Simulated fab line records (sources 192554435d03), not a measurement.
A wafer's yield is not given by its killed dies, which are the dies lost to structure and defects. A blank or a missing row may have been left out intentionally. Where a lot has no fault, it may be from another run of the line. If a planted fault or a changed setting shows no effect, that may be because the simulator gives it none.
8D (eight disciplines) problem report, filled in by code    flow n5Finfet    the parts of the form that need people (team, actions taken, sign-off) are left out

## 1. THE ISSUE
A mean of 253.3 s is read at N5_BEOL_M1_CVD_47 for runLengthS, taken on 1 wafer of 1 lot, against 246.9 s (standard deviation 0.59) on wafers free of any fault. That puts it +11 standard deviations away from the usual mean.
The step: deposits Co from CCTBA/H2, target thk 3 nm, time 223.8 s.
First observed at day 11 03:57: wafer L945.5, on cvdCo-02. The record holds 29 wafers of 11 lots with a number at this step. By rule, "out" or "out of limits" means more than 4 standard deviations away from the usual mean. The rest of the wafers with a number are treated as sound.

## 2. WHAT IT IS, AND WHAT IT ISN'T
question                     is                 is not
which readings at this step  runLengthS         -
which lots                   L945               L928, L931, L932, L933, L934, L935, L936, L937, L939, L941
which wafers of those lots   L945.5             L945.4, L945.6
read on which tools          cvdCo-02           cvdCo-01
when                         from day 11 03:57  up to then (28 sound wafers)

## 3. THE SUSPECTS, EACH WITH WHAT RULES IT OUT
Counting: a tool at a process step up to the reading stays a suspect if it ran every lot that is out. Sound lots after the first of them don't rule it out here, since some wafers of a struck lot are sound.
- cvdCo-02 at N5_BEOL_M1_CVD_47 (deposits Co from CCTBA/H2, target thk 3 nm, time 223.8 s): kept. L945, the lot that is out, went through it at day 11 03:57; up to then, the latest sound lot through it was L941 at day 9 18:11. Its own readings are out on those wafers: runLengthS.
After counting, what remains is cvdCo-02 at N5_BEOL_M1_CVD_47.

## 4. THE CAUSE (what the simulator had put in)
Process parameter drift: cvdCo-02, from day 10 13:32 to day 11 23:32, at N5_BEOL_M1_CVD_47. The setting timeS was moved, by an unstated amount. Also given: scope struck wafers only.
After counting, this tool was the only one left.

## 5. THE EFFECT CHAIN, in route order
One row per reading whose mean, taken over the struck wafers that have a number, lies over 3 standard deviations from the usual. Only readings whose record carries a usual standard deviation are examined. hours: median over the lots of the time between each lot's start at the first step of this table that gives one and its start at this step. sigmas: the change, counted in usual standard deviations.
hours  step               reading     usual    on struck wafers  change  sigmas
0      N5_BEOL_M1_CVD_47  runLengthS  246.9 s  253.3             +6.4    +11
It contains these process steps:
- N5_BEOL_M1_CVD_47: deposits Co from CCTBA/H2, target thk 3 nm, time 223.8 s.
Later steps that measure or inspect, where all struck wafers having a row at the step show a number for every such reading and not one has moved that far: N5_BEOL_M4_RC_MEAS_101.

## 6. HOW IT WOULD HAVE BEEN CAUGHT EARLIER
First out-of-limits reading in this record: day 11 03:57, which is 14 hours after fault onset at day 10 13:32.
